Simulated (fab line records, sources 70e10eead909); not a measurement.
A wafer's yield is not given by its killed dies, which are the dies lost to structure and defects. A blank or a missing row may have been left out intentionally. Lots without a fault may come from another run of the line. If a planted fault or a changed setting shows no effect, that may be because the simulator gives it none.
fab line records | flow nandHarc
[record] lots = 5 | wafers = 15 | lastDay = 24
route steps=1159 shown P_ZERO_WELL@29 END@1159
lots untouched by any fault: they come from a run of this same line in which no faults occurred
startH: start of the lot's first displayed wafer, in hours after the record's first day | waitH: hours from the lot's prior step to this one | " the same as in the row above | L1.1+2: a single row standing in for several wafers | - no value present, or no start provided | * or withheld: withheld | < > ~ a bound
route shown NAME@n: names a module that has steps shown in the file, with the first one's number in the route | usual: the fault-free wafers' mean and standard deviation | same: alike in all rows | chamber/n: place in a boat | sites: readings site by site | _std_site: standard deviation of those values | _edge_site: inner sites' mean taken away from outer sites' mean | radiusMm: for every site, how far away it sits from the centre of the wafer | mask NAME#n: copy n | behind: the most recent tool/chamber to have shaped the wafer | hold: cause of the lot's hold/its duration in hours/its outcome | device: the transistor (n, p or np) that didn't switch | end of line: the same wafers' tests at the end of the route | a step with no rows: only its recipe | killed: the dies lost at the first sort to structure and to defects; this is not the yield of the wafer | map: the dies of a wafer, with x for killed, . for not killed, _ for no die there
set.NAME: the setting the step ran with; set.NAME@STEP: the setting that earlier step ran with | model.NAME: the simulator's own value behind a step, which no gauge read
lots at some steps of the route; a table a step, a row a wafer
services: when a tool's chamber went out of use (startH, in hours from the record's first day, below 0 if earlier), for how many hours, and the reason
[[steps]]
[step NHARC_P_ZERO_WELL_CD_MEAS_24]
[recipe] targetCdNm = 720 | landingEnergyEv = 500
[usual] cdNm = 720.7/2
[same] landingEnergyEv = 500
lot.wafer | tool     | chamber | startH | waitH | cdNm
L995.3    | cdSem-03 | 0       | 14.49  | -     | 719.8
L995.5    | "        | 0       | "      | "     | 718.2
L995.6    | "        | 0       | "      | "     | 718.2
L998.1    | cdSem-03 | 0       | 32.48  | -     | 718.3
L998.2    | "        | 0       | "      | "     | 720.2
L998.3    | "        | 0       | "      | "     | 721.1
L102.2    | cdSem-01 | 0       | 56.49  | -     | 721.8
L102.3    | "        | 0       | "      | "     | 720.1
L102.6    | "        | 0       | "      | "     | 724.0
L112.1    | cdSem-03 | 0       | 116.54 | -     | 720.2
L112.2    | "        | 0       | "      | "     | 720.4
L112.6    | "        | 0       | "      | "     | 722.7
L118.1    | cdSem-03 | 0       | 152.60 | -     | 721.8
L118.2    | "        | 0       | "      | "     | 720.6
L118.4    | "        | 0       | "      | "     | 719.3
[step NHARC_P_ZERO_WELL_HARDBAKE_25]
[recipe] tempC = 125 | timeS = 80
[step NHARC_P_ZERO_WELL_DESCUM_26]
[recipe] timeS = 3 | o2FlowSccm = 200 | arFlowSccm = 0 | biasPowerW = 0 | chemistry = O2
[usual] drypumpMotorCurrentA = 5.6/0.44 | oesProductAu = 0.997/0.012 | rfVppV = 57.9/0.85 | showerheadPlenumPTorr = 1.90/0.073 | throttleValvePct = 11.310/0.0092
lot.wafer | tool       | chamber | startH | waitH | drypumpMotorCurrentA | oesProductAu | rfHoursCounterH | rfVppV | showerheadPlenumPTorr | throttleValvePct
L995.3    | rieDiel-10 | 0       | 14.68  | -     | 5.4                  | 1.000        | 0.3             | 58.9   | 1.90                  | 11.309
L995.5    | "          | 2       | "      | "     | 5.9                  | 1.007        | -               | 59.3   | 1.94                  | 11.301
L995.6    | "          | 3       | "      | "     | 6.3                  | 0.994        | -               | 57.5   | 1.92                  | 11.321
L998.2    | rieDiel-01 | 1       | 32.64  | -     | 5.5                  | 0.982        | 4.3             | 57.9   | 1.84                  | 11.300
L998.3    | "          | 2       | "      | "     | 6.6                  | 0.973        | 5.0             | 59.4   | 1.92                  | 11.300
L998.1    | "          | 3       | "      | "     | 5.5                  | 0.983        | 5.1             | 59.1   | 1.87                  | 11.308
L102.3    | rieDiel-01 | 3       | 56.66  | -     | 5.6                  | 1.000        | 7.5             | 58.2   | 1.87                  | 11.325
L102.2    | "          | 0       | "      | "     | 5.2                  | 1.011        | 8.1             | 58.7   | 1.96                  | 11.315
L102.6    | "          | 2       | "      | "     | 6.6                  | 0.966        | -               | 58.5   | 1.92                  | 11.314
L112.1    | rieDiel-03 | 1       | 116.72 | -     | 5.9                  | 0.996        | 4.8             | 57.1   | 1.80                  | 11.298
L112.2    | "          | 2       | "      | "     | 5.0                  | 1.010        | 4.2             | 57.9   | 1.79                  | 11.306
L112.6    | "          | 0       | "      | "     | 5.3                  | 0.977        | -               | 58.5   | 1.94                  | 11.311
L118.2    | rieDiel-01 | 0       | 152.78 | -     | 5.1                  | 1.008        | 0.7             | 57.5   | 1.95                  | 11.305
L118.1    | "          | 1       | "      | "     | 5.5                  | 0.990        | 0.7             | 57.8   | 1.84                  | 11.324
L118.4    | "          | 0       | "      | "     | 5.2                  | 1.017        | -               | 58.5   | 1.95                  | 11.311
[step NHARC_P_ZERO_WELL_IMPLANT_27]
[recipe] energyKev = 600 | doseCm2 = 1e+13 | tiltDeg = 7
[step NHARC_P_ZERO_WELL_IMPLANT_57]
[recipe] energyKev = 250 | doseCm2 = 4e+12 | tiltDeg = 7
[step NHARC_P_ZERO_WELL_IMPLANT_58]
[recipe] energyKev = 100 | doseCm2 = 2e+12 | tiltDeg = 7
[step NHARC_P_ZERO_WELL_STRIP_28]
[recipe] timeS = 840 | tempC = 130 | chemistry = SPM
[step NHARC_P_ZERO_WELL_DEHYDRATE_29]
[recipe] tempC = 150 | timeS = 120
[step NHARC_P_ZERO_WELL_HMDS_30]
[recipe] timeS = 30
[step NHARC_P_ZERO_WELL_COAT_31]
[recipe] spinRpm = withheld
[step NHARC_P_ZERO_WELL_SOFTBAKE_32]
[recipe] tempC = 122 | timeS = 95
[step NHARC_P_ZERO_WELL_EBR_33]
[step NHARC_P_ZERO_WELL_EXPOSE_34]
[recipe] na = 0.6 | targetCdNm = 720 | doseMj = 22.31 | maskId = P_PWELL
lot.wafer  | tool          | chamber | startH | waitH | mask
L995.3+5+6 | krfScanner-02 | 0       | 16.00  | -     | P_PWELL#0
L998.1+2+3 | krfScanner-03 | 0       | 33.84  | -     | P_PWELL#0
L102.2+3+6 | krfScanner-03 | 0       | 57.85  | -     | P_HVPW#0
L112.1+2+6 | krfScanner-02 | 0       | 118.03 | -     | P_PWELL#0
L118.1+2+4 | krfScanner-01 | 0       | 154.12 | -     | P_PWELL#0
[step NHARC_P_ZERO_WELL_PEB_35]
[recipe] pebTempC = 118 | pebTimeS = 85
[step NHARC_P_ZERO_WELL_DEVELOP_36]
[recipe] timeS = 70
[step NHARC_P_ZERO_WELL_CD_MEAS_37]
[recipe] targetCdNm = 720 | landingEnergyEv = 500
[usual] cdNm = 719.3/1.8
[same] landingEnergyEv = 500
lot.wafer | tool     | chamber | startH | waitH | cdNm
L995.3    | cdSem-02 | 0       | 16.15  | -     | 720.1
L995.5    | "        | 0       | "      | "     | 718.8
L995.6    | "        | 0       | "      | "     | 718.7
L998.1    | cdSem-03 | 0       | 34.00  | -     | 718.7
L998.2    | "        | 0       | "      | "     | 719.6
L998.3    | "        | 0       | "      | "     | 718.6
L102.2    | cdSem-01 | 0       | 58.01  | -     | -
L102.3    | "        | 0       | "      | "     | -
L102.6    | "        | 0       | "      | "     | -
L112.1    | cdSem-03 | 0       | 118.19 | -     | 720.5
L112.2    | "        | 0       | "      | "     | 721.4
L112.6    | "        | 0       | "      | "     | 721.0
L118.1    | cdSem-03 | 0       | 154.28 | -     | 719.0
L118.2    | "        | 0       | "      | "     | 716.9
L118.4    | "        | 0       | "      | "     | 716.6
[step NHARC_P_ZERO_WELL_HARDBAKE_38]
[recipe] tempC = 125 | timeS = 80
[step NHARC_END_SORT_01]
[recipe] tempC = 25
[usual] killedAtArray = 26/11 | killedAtOther = 0.6/1 | killedAtPeriphery = 3.1/2.1 | killedDies = 30/11 | killedOpen = 3.4/1.8 | killedShort = 2.1/1.5
[same] grossDies = 677
lot.wafer | tool      | chamber | startH | waitH | killedAtArray | killedAtOther | killedAtPeriphery | killedDies | killedOpen | killedShort
L102.2    | prober-01 | 0       | 503.11 | 2.8   | 29            | 1             | 647               | 677        | 1          | 1
L102.3    | prober-01 | 0       | 503.91 | 3.1   | 36            | 0             | 641               | 677        | 2          | 1
L102.6    | prober-01 | 0       | 506.30 | 4.0   | 31            | 0             | 646               | 677        | 5          | 1
// killed by level:class
L102.2 P_ZERO_WELL:areaExpose=645 A_SLIT:chamberFilmFlake=9 A_CONTACT:chamberFilmFlake=7 A_CHANNEL_HOLE_D1:chamberFilmFlake=6 A_SGD_CUT:chamberFilmFlake=4 P_M0:geometricParticle:open=1 A_WL_FILL:geometricParticle:short=1 P_STI:chamberFilmFlake=1
L102.3 P_ZERO_WELL:areaExpose=639 A_CONTACT:chamberFilmFlake=10 A_SLIT:chamberFilmFlake=9 A_SGD_CUT:chamberFilmFlake=8 A_CHANNEL_HOLE_D1:chamberFilmFlake=3 A_CHANNEL_FILL_D1:chamberFilmFlake=2 A_CHANNEL_FILL_D1:geometricParticle:short=1 A_SGD_CUT:geometricParticle:open=1
L102.6 P_ZERO_WELL:areaExpose=645 A_SLIT:chamberFilmFlake=14 A_CHANNEL_HOLE_D1:chamberFilmFlake=4 A_CONTACT:chamberFilmFlake=4 A_ONON_D1:geometricParticle:open=2 A_CONTACT:geometricParticle:open=2 A_CHANNEL_FILL_D1:geometricParticle:short=1 A_SGD_CUT:geometricParticle:open=1
// map L102.2 (x killed, . not)
____________x____________
_________xxxxxxx_________
_______xxxxxxxxxxx_______
______xxxxxxxxxxxxx______
_____xxxxxxxxxxxxxxx_____
____xxxxxxxxxxxxxxxxx____
____xxxxxxxxxxxxxxxxx____
___xxxxxxxxxxxxxxxxxxx___
___xxxxxxxxxxxxxxxxxxx___
__xxxxxxxxxxxxxxxxxxxxx__
__xxxxxxxxxxxxxxxxxxxxx__
_xxxxxxxxxxxxxxxxxxxxxxx_
_xxxxxxxxxxxxxxxxxxxxxxx_
_xxxxxxxxxxxxxxxxxxxxxxx_
_xxxxxxxxxxxxxxxxxxxxxxx_
_xxxxxxxxxxxxxxxxxxxxxxx_
xxxxxxxxxxxxxxxxxxxxxxxxx
xxxxxxxxxxxxxxxxxxxxxxxxx
xxxxxxxxxxxxxxxxxxxxxxxxx
xxxxxxxxxxxxxxxxxxxxxxxxx
xxxxxxxxxxxxxxxxxxxxxxxxx
_xxxxxxxxxxxxxxxxxxxxxxx_
_xxxxxxxxxxxxxxxxxxxxxxx_
_xxxxxxxxxxxxxxxxxxxxxxx_
_xxxxxxxxxxxxxxxxxxxxxxx_
_xxxxxxxxxxxxxxxxxxxxxxx_
__xxxxxxxxxxxxxxxxxxxxx__
__xxxxxxxxxxxxxxxxxxxxx__
___xxxxxxxxxxxxxxxxxxx___
___xxxxxxxxxxxxxxxxxxx___
____xxxxxxxxxxxxxxxxx____
____xxxxxxxxxxxxxxxxx____
_____xxxxxxxxxxxxxxx_____
______xxxxxxxxxxxxx______
_______xxxxxxxxxxx_______
_________xxxxxxx_________
____________x____________
// map L998.3 (x killed, . not)
____________.____________
_________......._________
_______..........._______
______x........x.x.______
_____............x.x_____
____.................____
____......x..........____
___..............x.x..___
___...............xx..___
__....x.x...x.....xxx..__
__.....................__
_...................x..._
_..........x............_
_......................._
_...........xx.........._
_.....................x._
.........x...............
.......x.............x...
.........................
.........................
........x................
_.......x........x....x._
_....x.................x_
_......................._
_...xx.................._
_......................._
__.....................__
__.....................__
___..x.....x..........___
___........x..........___
____.........x.......____
____.................____
_____..........x...._____
______.............______
_______..........._______
_________......._________
____________.____________
[[services]]
tool          | chamber | startH | hours | kind
rieDiel-01    | 0       | -5.46  | -     | clean
krfScanner-03 | -       | -3.98  | 4.0   | pm
rieDiel-10    | -       | -0.50  | 9.0   | pm
rieDiel-03    | 0       | 4.98   | 21.9  | repair
rieDiel-03    | 2       | 11.55  | 8.8   | repair
krfScanner-03 | -       | 13.72  | 0.1   | repair
rieDiel-03    | 1       | 14.01  | 18.4  | repair
rieDiel-03    | 3       | 14.43  | 18.3  | repair
krfScanner-02 | -       | 38.00  | 4.0   | pm
rieDiel-03    | -       | 38.30  | 9.0   | pm
krfScanner-01 | -       | 67.12  | 0.4   | repair
krfScanner-01 | -       | 74.48  | 9.6   | repair
krfScanner-01 | -       | 84.11  | 4.0   | pm
rieDiel-10    | -       | 85.42  | 0.1   | repair
rieDiel-03    | 2       | 101.53 | 1.2   | repair
rieDiel-10    | 3       | 104.03 | 17.4  | repair
rieDiel-01    | 0       | 108.72 | 17.7  | repair
rieDiel-03    | 2       | 122.87 | 23.3  | repair
rieDiel-01    | -       | 134.60 | 1.0   | repair
rieDiel-01    | -       | 137.80 | 9.0   | pm
krfScanner-03 | -       | 146.13 | 9.5   | repair
rieDiel-10    | 0       | 147.71 | 6.0   | repair
rieDiel-01    | 2       | 151.45 | 9.2   | repair
krfScanner-02 | -       | 152.48 | 0.2   | repair
[[key]]
[firstSign] step = NHARC_P_ZERO_WELL_EXPOSE_34 | reading = mask | direction = changed
[effect] step = NHARC_P_ZERO_WELL_CD_MEAS_37 | reading = cdNm | direction = missing
[effect] step = NHARC_END_SORT_01 | reading = killedAtPeriphery | direction = up | sigmas = 99+ | usual = 3.1 | struck = 644.7
[moreKillsBornAt] NHARC_P_ZERO_WELL_EXPOSE_34@krfScanner-03 = 1929
metAt NHARC_P_ZERO_WELL_EXPOSE_34
struckWafers L102.2,L102.3,L102.6
laterRowsLeftOut L102.2,L102.3,L102.6
testerLeftOut L102
onsetBetween 33.84 57.85
[fault] kind = wrongMask | tool = any | chamber = - | onsetH = 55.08 | steps = NHARC_P_ZERO_WELL_EXPOSE_34 | auxCopy = P_HVPW#0 | scope = struckLotsOnly
// testerLeftOut: of these lots the tester's yield and bins aren't shown, on N5 and GAA mostly nor the transistor test; their killed dies are dies lost to structure and defects alone, not to doping, threshold or leakage, so they don't give the yield
// laterRowsLeftOut: the simulator's readings of these wafers behind a module that went badly wrong aren't trusted and aren't shown, but for the sort
